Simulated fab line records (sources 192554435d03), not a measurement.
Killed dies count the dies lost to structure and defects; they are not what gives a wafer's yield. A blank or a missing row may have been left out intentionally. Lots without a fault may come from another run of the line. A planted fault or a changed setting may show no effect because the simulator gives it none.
Which of the tools did it? | flow n5-finfet | Sampling: 10 lots, 28 wafers, 6 of 1938 route steps

WHAT THE GAUGES READ, wafer by wafer
N5_MOL_CONTACT_COAG_THK_MEAS_53.
lot  | measured     | on            | VIA_MOL_THK (nm)
L833 | day 5 05:59  | film-metro-01 | 43.9 43.8 44.4
L835 | day 5 17:32  | film-metro-02 | 43.8 43.0 44.6
L837 | day 6 05:26  | film-metro-01 | 42.8 43.2 44.4
L836 | day 6 06:02  | film-metro-01 | 43.6 43.8
L839 | day 6 20:06  | film-metro-02 | 43.6 43.8
L843 | day 7 14:45  | film-metro-02 | 43.0 44.2 43.8
L846 | day 8 09:16  | film-metro-01 | 44.0 44.4 29.8
L847 | day 9 01:23  | film-metro-01 | 43.6 43.4 30.8
L855 | day 10 16:43 | film-metro-01 | 43.9 45.3 44.9
L856 | day 11 04:47 | film-metro-02 | 43.5 44.3 43.4

N5_BEOL_M4_RC_MEAS_101.
lot  | measured     | on        | DIBL_N (mV/V)  | DIBL_P (mV/V)  | IOFF_N (nA/um)    | IOFF_P (nA/um) | ION_N (uA/um) | ION_P (uA/um) | SS_N (mV/dec)  | SS_P (mV/dec)  | VT_N (mV)   | VT_P (mV)
L833 | day 9 08:02  | prober-02 | 36.5 36.4 35.1 | 36.9 36.1 35.6 | 0.170 0.159 0.143 | 0.23 0.22 0.22 | 681 664 675   | 467 457 469   | 72.2 72.2 72.0 | 73.9 73.9 73.2 | 246 251 252 | -247 -246 -246
L835 | day 9 13:56  | prober-02 | 37.0 35.3 35.9 | 37.4 34.5 34.9 | 0.162 0.136 0.135 | 0.21 0.17 0.18 | 683 675 659   | 468 464 451   | 70.9 71.0 70.8 | 74.1 72.6 73.1 | 248 249 252 | -250 -253 -255
L837 | day 10 03:13 | prober-01 | 37.4 35.9 37.2 | 36.7 35.6 37.0 | 0.151 0.125 0.155 | 0.20 0.18 0.20 | 674 656 680   | 461 455 463   | 71.8 71.3 72.1 | 73.6 73.2 73.6 | 253 255 250 | -252 -250 -253
L836 | day 9 22:49  | prober-01 | 36.7 35.8      | 37.3 35.5      | 0.176 0.165       | 0.21 0.19      | 670 667       | 452 456       | 71.8 71.8      | 73.2 73.5      | 251 247     | -251 -254
L839 | day 10 23:28 | prober-02 | 36.8 34.7      | 37.0 35.1      | 0.170 0.134       | 0.20 0.18      | 665 667       | 449 457       | 71.2 71.4      | 73.4 73.4      | 247 253     | -253 -252
L843 | day 11 12:44 | prober-02 | 35.8 35.1 36.3 | 35.9 35.9 36.2 | 0.134 0.132 0.141 | 0.17 0.18 0.17 | 677 669 662   | 452 467 451   | 71.8 71.2 71.6 | 72.7 72.4 73.2 | 252 252 253 | -258 -256 -258
L846 | day 11 22:16 | prober-02 | 37.8 36.2 37.5 | 39.2 37.3 38.8 | 0.176 0.152 0.176 | 0.22 0.19 0.21 | 676 668 679   | 456 456 458   | 71.8 71.5 72.1 | 73.7 73.2 73.5 | 249 251 249 | -252 -254 -252
L847 | day 12 21:17 | prober-01 | 34.8 37.0 37.5 | 36.5 39.1 39.4 | 0.157 0.203 0.224 | 0.21 0.26 0.26 | 672 695 686   | 461 470 466   | 71.3 71.8 72.0 | 72.7 73.6 73.6 | 249 245 243 | -250 -246 -248
L855 | day 15 06:46 | prober-01 | 35.3 35.7 37.0 | 36.1 36.1 37.1 | 0.156 0.171 0.177 | 0.23 0.22 0.23 | 681 677 676   | 467 468 465   | 71.0 71.2 71.9 | 73.7 74.0 74.4 | 248 249 251 | -249 -250 -250
L856 | day 15 11:20 | prober-02 | 34.3 31.8 33.2 | 34.4 30.1 32.1 | 0.129 0.087 0.113 | 0.17 0.11 0.14 | 655 632 658   | 454 435 449   | 70.4 71.7 71.2 | 72.7 71.6 72.2 | 250 259 255 | -253 -261 -258

TOOL THAT RAN EACH LOT (tool first, then ch and the chambers of the sampled wafers, then the start)
lot  | N5_MOL_CONTACT_COAG_PECVD_31    | N5_MOL_CONTACT_COAG_ETCH_67        | N5_MOL_CONTACT_COAG_ETCHBACK_136   | N5_BEOL_M0_SAQP_PECVD_00
L833 | pecvd-01 ch 0,2, day 5 01:41    | rie-diel-06 ch 1,2,3, day 5 04:45  | rie-diel-06 ch 1,2,3, day 5 04:50  | pecvd-02 ch 1,2, day 5 09:23
L835 | pecvd-02 ch 1,2, day 5 13:49    | rie-diel-05 ch 1,2,3, day 5 16:19  | rie-diel-05 ch 1,2,3, day 5 16:24  | pecvd-03 ch 0,1, day 5 21:42
L837 | pecvd-02 ch 0,1,2, day 6 01:32  | rie-diel-02 ch 0,2, day 6 04:13    | rie-diel-02 ch 0,2, day 6 04:18    | pecvd-03 ch 0,2, day 6 08:50
L836 | pecvd-02 ch 0,2, day 6 02:11    | rie-diel-02 ch 1,2, day 6 04:33    | rie-diel-02 ch 1,2, day 6 04:38    | pecvd-03 ch 1,2, day 6 11:50
L839 | pecvd-02 ch 1,2, day 6 15:50    | rie-diel-06 ch 1,2, day 6 18:55    | rie-diel-06 ch 1,2, day 6 18:58    | pecvd-04 ch 1,2, day 6 23:31
L843 | pecvd-02 ch 0,2, day 7 11:17    | rie-diel-06 ch 0,1,2, day 7 13:32  | rie-diel-06 ch 0,1,2, day 7 13:37  | pecvd-04 ch 0,1,2, day 7 20:57
L846 | pecvd-02 ch 0,1, day 8 05:47    | rie-diel-05 ch 0,1,3, day 8 08:03  | rie-diel-05 ch 0,1,3, day 8 08:08  | pecvd-04 ch 1,2, day 8 12:39
L847 | pecvd-02 ch 0,1,2, day 8 21:53  | rie-diel-06 ch 0,3, day 9 00:10    | rie-diel-06 ch 0,3, day 9 00:15    | pecvd-02 ch 0,1, day 9 04:46
L855 | pecvd-01 ch 0,1, day 10 12:46   | rie-diel-06 ch 0,1,3, day 10 15:21 | rie-diel-06 ch 0,1,3, day 10 15:26 | pecvd-03 ch 0,1, day 10 20:06
L856 | pecvd-04 ch 0,1,2, day 11 01:14 | rie-diel-02 ch 2,3, day 11 03:34   | rie-diel-02 ch 2,3, day 11 03:39   | pecvd-02 ch 1,2, day 11 08:11
- N5_MOL_CONTACT_COAG_PECVD_31: deposits SiO2 from TEOS/O2, target thk 46 nm, time 8.9 s.
- N5_MOL_CONTACT_COAG_ETCH_67: etches SOC in N2/H2, target depth 60 nm, overetch 21 nm, time 101.2 s.
- N5_MOL_CONTACT_COAG_ETCHBACK_136: etches SiO2 in CHF3, target depth 25 nm, time 16.7 s.
- N5_BEOL_M0_SAQP_PECVD_00: deposits SiCN from 3MS/NH3, target thk 8 nm, time 14 s.

WHAT THE TOOLS THEMSELVES READ (means of the sampled wafers that have a number; where no wafer has one, the mark that the record gives instead)
N5_MOL_CONTACT_COAG_ETCH_67.
lot  | tool        | drypump-motor-current-A (A) | oes-product-au (a.u.) | rf-vpp-V (V) | showerhead-plenum-p-Torr (Torr) | temp-c (C) | throttle-valve-pct (%)
L833 | rie-diel-06 | 5.9                         | 0.66                  | 525.3        | 2.56                            | 39.80      | 17.72
L835 | rie-diel-05 | 5.4                         | 0.67                  | 524.3        | 2.56                            | 40.04      | 17.85
L837 | rie-diel-02 | 5.4                         | 0.64                  | 525.7        | 2.60                            | 39.87      | 17.95
L836 | rie-diel-02 | 5.3                         | 0.67                  | 524.1        | 2.55                            | 39.95      | 17.78
L839 | rie-diel-06 | 6.0                         | 0.66                  | 524.0        | 2.57                            | 40.00      | 17.75
L843 | rie-diel-06 | 5.9                         | 0.69                  | 524.5        | 2.57                            | 40.06      | 17.77
L846 | rie-diel-05 | 5.6                         | 0.66                  | 524.5        | 2.55                            | 39.97      | 17.93
L847 | rie-diel-06 | 5.8                         | 0.65                  | 524.4        | 2.53                            | 40.02      | 17.78
L855 | rie-diel-06 | 5.8                         | 0.67                  | 524.1        | 2.56                            | 40.01      | 17.78
L856 | rie-diel-02 | 6.2                         | 0.72                  | 526.0        | 2.64                            | 39.98      | 17.57

N5_MOL_CONTACT_COAG_ETCHBACK_136.
lot  | tool        | drypump-motor-current-A (A) | oes-product-au (a.u.) | rf-vpp-V (V) | showerhead-plenum-p-Torr (Torr) | throttle-valve-pct (%)
L833 | rie-diel-06 | 6.0                         | 0.79                  | 524          | 2.39                            | 18.66
L835 | rie-diel-05 | 5.4                         | 0.81                  | 519          | 2.39                            | 18.70
L837 | rie-diel-02 | 5.4                         | 0.77                  | 514          | 2.43                            | 18.87
L836 | rie-diel-02 | 5.4                         | 0.80                  | 515          | 2.39                            | 18.70
L839 | rie-diel-06 | 6.0                         | 0.79                  | 531          | 2.40                            | 18.64
L843 | rie-diel-06 | 5.9                         | 0.82                  | 531          | 2.40                            | 18.64
L846 | rie-diel-05 | 5.7                         | 0.79                  | 520          | 2.38                            | 18.78
L847 | rie-diel-06 | 5.8                         | 0.79                  | 517          | 2.38                            | 18.72
L855 | rie-diel-06 | 5.8                         | 0.81                  | 518          | 2.39                            | 18.64
L856 | rie-diel-02 | 6.2                         | 0.86                  | 521          | 2.47                            | 18.58

N5_BEOL_M0_SAQP_PECVD_00.
lot  | tool     | showerhead-plenum-p-Torr (Torr) | throttle-valve-pct (%)
L833 | pecvd-02 | 3.659                           | 8.7
L835 | pecvd-03 | 3.666                           | 9.6
L837 | pecvd-03 | 3.669                           | 8.9
L836 | pecvd-03 | 3.670                           | 9.4
L839 | pecvd-04 | 3.660                           | 9.0
L843 | pecvd-04 | 3.671                           | 9.2
L846 | pecvd-04 | 3.656                           | 8.7
L847 | pecvd-02 | 3.661                           | 9.4
L855 | pecvd-03 | 3.672                           | 9.6
L856 | pecvd-02 | 3.664                           | 8.7

THE ANSWER, worked out from the rows above alone
Rule: the usual values come from the lots themselves. The widest of any qualifying gaps counts: lots, ordered by their means at a reading, are off when they make up no more than a third of the lots, leave a main group of 4 or more, and stand apart from it by 3 or more times the standard deviation of that group's means. Not used: any main group whose means are identical at the precision the tables above print for the reading. Also off: a lot with no number at a reading for which 4 or more lots have one. Any other lot the step has rows for is counted as sound. After the gauges, taken in route order, come the tools' own readings; for these a lot's mean is taken, as printed above. The first step at which some lot is off is used, and at that step the reading that is off furthest; a lot without a number counts as furthest.
Off: L846, L847, at N5_MOL_CONTACT_COAG_THK_MEAS_53 (VIA_MOL_THK). The main group: mean 43.9 nm, standard deviation 0.35.
If a tool, at a process step before that reading, ran all the lots that are off and no sound lot after the first of them, it fits. Gauges at N5_MOL_CONTACT_COAG_THK_MEAS_53: tried the same way as those tools. One fits: N5_MOL_CONTACT_COAG_PECVD_31 on pecvd-02. Its last sound lot is L843 (day 7 11:17), its first lot that is off L846 (day 8 05:47): a fault that began between those two fits.

WHAT HAD BEEN PUT IN BY THE SIMULATOR
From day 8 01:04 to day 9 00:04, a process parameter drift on pecvd-02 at N5_MOL_CONTACT_COAG_PECVD_31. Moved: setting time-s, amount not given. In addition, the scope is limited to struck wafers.
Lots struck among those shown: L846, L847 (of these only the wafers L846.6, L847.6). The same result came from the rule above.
